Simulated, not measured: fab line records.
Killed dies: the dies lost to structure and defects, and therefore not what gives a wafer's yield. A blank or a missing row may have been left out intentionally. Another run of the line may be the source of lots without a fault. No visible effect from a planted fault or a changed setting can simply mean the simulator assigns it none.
A lot that was struck, set against a sound lot + flow n5_finfet + 42 out of 1938 route steps
Sound: the wafers L361.1, L361.3, L361.6. Struck: wafer L368.5 (L368.3, L368.6, from the same lot, were not struck and are left out); the cause is given at the end.
At each step with rows: each side's tool, then ch and its chambers, then its first start. Under that, the readings that differ: sound wafers + struck wafers + difference of the means + sigmas: that difference in standard deviations of wafers without a fault.
alike: same words and numbers on both sides, and readings whose means sit less than 2 such deviations apart. not compared: any withheld reading, any reading some wafer has no value for, any bound like >300 that may hide the same value, and any number with overlapping values for which the record gives no deviation.
Wherever a step has rows on one side only, a row that says differs or no value, or a row with sigmas, the two part there. Non-overlapping numbers with no deviation appear without sigmas and do not part them. A reading that every wafer of one side lacks parts them only if that side has two wafers or more.

first, 1 step without rows for these wafers: N5_BEOL_M1_ETCH_41 (etches SiCN in CH3F/O2, target depth 31.9 nm, time 57.8 s).
N5_BEOL_M1_STRIP_97: strips in N2/H2, time 10 s.
  sound: rie_diel-02 ch 0,1,2; struck: rie_diel-02 ch 1
  alike: drypump_motor_current_A, oes_product_au, rf_vpp_V, showerhead_plenum_p_Torr, temp_c, throttle_valve_pct
  not compared: rf_hours_counter_h
N5_BEOL_M1_OCD_MEAS_38:
  sound on ocd-01 at day 8 02:59; struck on ocd-01 at day 9 18:22
  alike: trench_depth_nm
then, 4 steps without rows for these wafers: N5_BEOL_M1_HM_STRIP_39 (strips TiN in peroxide tin strip, target depth 25 nm, time 158 s); N5_BEOL_M1_SRD_40 (time 30 s); N5_BEOL_M1_PRECLEAN_42 (cleans in residue remover, time 60 s); N5_BEOL_M1_SRD_43 (time 30 s).
N5_BEOL_M1_CD_MEAS_35: target cd 18 nm, target cd y 21 nm.
  sound on cd_sem-02 at day 8 03:08; struck on cd_sem-01 at day 9 18:31
  alike: cd_nm
then, 4 steps without rows for these wafers: N5_BEOL_M1_DEGAS_44 (time 60 s); N5_BEOL_M1_PRE_CLEAN_45 (time 30 s); N5_BEOL_M1_ALD_84 (deposits TaN, pulse time 2 s, purge time 3 s, co reactant purge time 2 s); N5_BEOL_M1_SURFACE_TREAT_85.
N5_BEOL_M1_CVD_47: deposits Co from CCTBA/H2, target thk 3 nm, time 223.8 s.
  sound on cvd_co-01 ch 0,2, day 8 04:01; struck on cvd_co-02 ch 0, day 9 19:19
  not compared: since_wet_clean_h
then, 3 steps without rows for these wafers: N5_BEOL_M1_SPUTTER_48 (material Cu, target thk 4.5 nm, time 8.29 s); N5_BEOL_M1_ANNEAL_49 (time 240 s); N5_BEOL_M1_SPUTTER_79 (material Cu, target thk 4.5 nm, time 8.29 s).
N5_BEOL_M1_ANNEAL_80: time 240 s.
  sound on pvd_sputter-02 at day 8 04:29; struck on pvd_sputter-02 at day 9 21:02
  alike: heater_power_w
then, 14 steps without rows for these wafers: N5_BEOL_M1_SPUTTER_81 (material Cu, target thk 4.5 nm, time 8.29 s); N5_BEOL_M1_ANNEAL_82 (time 240 s); N5_BEOL_M1_SPUTTER_86 (material Cu, target thk 4.5 nm, time 8.29 s); N5_BEOL_M1_ANNEAL_87 (time 240 s); N5_BEOL_M1_SPUTTER_88 (material Cu, target thk 4.5 nm, time 8.29 s); N5_BEOL_M1_ANNEAL_89 (time 240 s); N5_BEOL_M1_SPUTTER_90 (material Cu, target thk 4.5 nm, time 8.29 s); N5_BEOL_M1_ANNEAL_91 (time 240 s); N5_BEOL_M1_SPUTTER_92 (material Cu, target thk 4.5 nm, time 8.29 s); N5_BEOL_M1_ANNEAL_93 (time 240 s); N5_BEOL_M1_SPUTTER_94 (material Cu, target thk 4.5 nm, time 8.29 s); N5_BEOL_M1_ANNEAL_95 (time 240 s); N5_BEOL_M1_SPUTTER_96 (material Cu, target thk 4.5 nm, time 8.29 s); N5_BEOL_M1_ECD_50 (material Cu, target thk 300 nm).
N5_BEOL_M1_ANNEAL_51: time 90 s.
  sound on rtp_anneal-01 ch 0, day 8 06:15; struck on rtp_anneal-01 ch 0, day 9 22:51
  alike: wafer_temp_C_max
N5_BEOL_M1_CMP_52: polishes, stops on SiOC, t overpolish 6.8 s, target thk 40 nm.
  sound on cmp-02 ch 1,2, day 8 06:32; struck on cmp-04 ch 1, day 9 23:11
| reading                | sound          | struck | difference | sigmas |
|------------------------|----------------|--------|------------|--------|
| time_to_endpoint_s (s) | 61.4 63.5 65.3 | 57.0   | -6.4       | -3     |
  alike: barrier_field_endpoint_s, edge_zone_pressure_frac, motor_current_A, overpolish_run_s, platen_rpm
N5_BEOL_M1_THK_MEAS_53: measures by xrf.
  sound on film_metro-02 at day 8 06:50; struck on film_metro-01 at day 9 23:22
  alike: M1_THK
then, 3 steps without rows for these wafers: N5_BEOL_M1_PRE_CLEAN_60 (time 15 s); N5_BEOL_M1_CO_CAP_55 (material Co, precursor CCTBA/H2, target thk 2 nm, time 102.1 s); N5_BEOL_M1_PRE_CLEAN_56 (time 15 s).
N5_BEOL_M1_DEP_57: deposits SiCN from 3MS/NH3, target thk 8 nm, time 14 s.
  sound on pecvd-02 ch 0,2, day 8 07:03; struck on pecvd-04 ch 0, day 9 23:39
  alike: showerhead_plenum_p_Torr, throttle_valve_pct
  not compared: since_wet_clean_h
N5_BEOL_M1_RS_MEAS_58: a four-point-probe measurement.
  sound on film_metro-01 at day 8 07:07; struck on film_metro-01 at day 9 23:46
  alike: M1_RS
then, 1 step without rows for these wafers: N5_BEOL_M2_ILD_DEP_00 (deposits SiOC from DEMS/O2, target thk 79 nm, time 15.3 s).
N5_BEOL_M2_THK_MEAS_01:
  sound on film_metro-01 at day 8 07:14; struck on film_metro-01 at day 9 23:53
  alike: M2_ILD_THK
-- here the record skips 7 days between the struck wafers' starts before and after, leaving off in module BEOL_M2 and picking up in module PASSIVATION (first step shown: number 1936 of the route) --
N5_PASSIVATION_PROBE_49:
  only the struck wafers here have rows in the record (prober-01, day 17 08:30); the sound ones have none

## WHERE THEY PART
First at N5_BEOL_M1_CMP_52; last, within this record, at N5_PASSIVATION_PROBE_49.

WHY: what the simulator had put in
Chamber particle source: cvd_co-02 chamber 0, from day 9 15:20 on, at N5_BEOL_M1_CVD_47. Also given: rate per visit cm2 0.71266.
